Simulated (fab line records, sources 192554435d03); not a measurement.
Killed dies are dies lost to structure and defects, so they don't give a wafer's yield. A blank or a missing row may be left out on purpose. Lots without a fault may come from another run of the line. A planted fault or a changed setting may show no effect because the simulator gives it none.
Problem report in the 8D (eight disciplines) form, filled by code | flow n5_finfet | the parts of the form that need people (team, actions taken, sign-off) are left out
Where a reading is given only as a bound, like >300, the bound stands for it, and a mean or a difference that rests on one is marked > or <: the true number lies beyond.

1. THE PROBLEM
raw_defect_count at N5_BEOL_M0_SAQP_INSPECT_42 reads a mean of 705 on 2 wafers of 2 lots; wafers without a fault read 282 with a standard deviation of 72. That is +5.9 standard deviations from the usual mean.
The step: inspects for defects (brightfield).
First seen on wafer L326.5, day 10 07:05, on defect_inspect-02. The record holds 24 wafers of 8 lots with a number at this step. Rule for "out", or "out of limits": more than 4 standard deviations from the usual mean. The other wafers with a number count as sound.

2. WHAT IT IS AND WHAT IT IS NOT
question                    | is                                   | is not
which readings at this step | raw_defect_count                     | -
which lots                  | L326, L327                           | L307, L310, L316, L318, L324, L330
which wafers of those lots  | L326.5, L327.4                       | L326.3, L326.4, L327.1, L327.6
read on which gauges        | defect_inspect-01, defect_inspect-02 | -
when                        | from day 10 07:05                    | up to then (17 sound wafers); but 5 sound wafers of L327, L330 came after

3. SUSPECTS, AND WHAT RULES EACH OUT
Counting: a tool at a process step up to the reading stays a suspect if it ran every lot that is out. Sound lots after the first of them don't rule it out here, since some wafers of a struck lot are sound.
- the gauge at N5_BEOL_M0_SAQP_INSPECT_42: ruled out. The wafers that are out were read on 2 gauges (defect_inspect-01, defect_inspect-02).
- rie_diel-01 at N5_BEOL_M0_SAQP_STRIP_108 (strips in N2/H2): kept. It ran every lot that is out, first L326 (day 10 05:44); its last sound lot up to then is L307 (day 5 12:49).
- vapor_etch-02 at N5_BEOL_M0_SAQP_RECESS_109 (chemistry HF/NH3, target SiO2, target depth 3 nm, afs cycles 1, sublimation time 60 s): kept. It ran every lot that is out, first L326 (day 10 05:50); its last sound lot up to then is L324 (day 9 22:19).
- rie_diel-02 at N5_BEOL_M0_SAQP_SPACER2_ETCHBACK_27 (etches SiO2 in CHF3/O2, target depth 22.5 nm, time 11.25 s): kept. It ran every lot that is out, first L326 (day 10 06:29); its last sound lot up to then is L324 (day 9 23:01).
- Within rie_diel-02 at N5_BEOL_M0_SAQP_SPACER2_ETCHBACK_27: the wafers that are out ran in chamber 1; their sound lot-mates ran in chambers 0, 2.
Left after counting: rie_diel-01 at N5_BEOL_M0_SAQP_STRIP_108, vapor_etch-02 at N5_BEOL_M0_SAQP_RECESS_109, rie_diel-02 at N5_BEOL_M0_SAQP_SPACER2_ETCHBACK_27.

4. THE CAUSE (what the simulator had put in)
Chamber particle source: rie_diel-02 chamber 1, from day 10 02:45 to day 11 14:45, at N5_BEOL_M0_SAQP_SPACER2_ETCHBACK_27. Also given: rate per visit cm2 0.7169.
Counting left 3 suspects, and this tool is among them.

5. THE CHAIN OF EFFECTS, in route order
Each row: a reading whose mean over the struck wafers that have a number lies more than 3 standard deviations from the usual. Only readings for which the record gives a usual standard deviation are gone through. hours: the time from each lot's start at the first step in this table that gives one to its start at this step, as a median over the lots. sigmas: the change in usual standard deviations.
hours | step                       | reading              | usual  | on struck wafers | change | sigmas
0     | N5_BEOL_M0_SAQP_INSPECT_42 | raw_defect_count     | 282    | 705              | +423   | +5.9
2     | N5_BEOL_M0_CUTY_INSPECT_59 | raw_defect_count     | 1.8    | >300             | >+298  | +99 or more
155   | N5_PASSIVATION_PROBE_49    | defect_limited_yield | 91.6 % | 83.3             | -8.2   | -6.9
155   | N5_PASSIVATION_PROBE_49    | killed_at_M0_to_M3   | 33     | 136              | +104   | +11
155   | N5_PASSIVATION_PROBE_49    | killed_dies          | 99     | 196              | +98    | +6.5
155   | N5_PASSIVATION_PROBE_49    | sort_bin_5_function  | 4.9 %  | 10.7             | +5.8   | +7.5
155   | N5_PASSIVATION_PROBE_49    | sort_n_pass          | 1081   | 984              | -98    | -6.5
155   | N5_PASSIVATION_PROBE_49    | sort_yield_pct       | 91.6 % | 83.3             | -8.2   | -6.9
The process steps in it:
- N5_PASSIVATION_PROBE_49
Later measuring or inspecting steps at which every struck wafer that the step has a row for has a number for every such reading, and none has moved that far: N5_BEOL_M4_RC_MEAS_101.

6. WHAT WOULD HAVE CAUGHT IT SOONER
In this record the first reading out of limits at a measuring or inspecting step was taken at day 10 07:05, 4 hours after the fault began at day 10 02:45.
Of the tool readings at N5_BEOL_M0_SAQP_SPACER2_ETCHBACK_27 for which the record gives a usual standard deviation, none was out on any struck wafer, so an alarm limit of 4 standard deviations on them would not have fired.
Of the lots that are out (2), L327 began N5_BEOL_M0_SAQP_SPACER2_ETCHBACK_27 on rie_diel-02 after day 10 07:05. A hold on the tool at that time would have spared it.
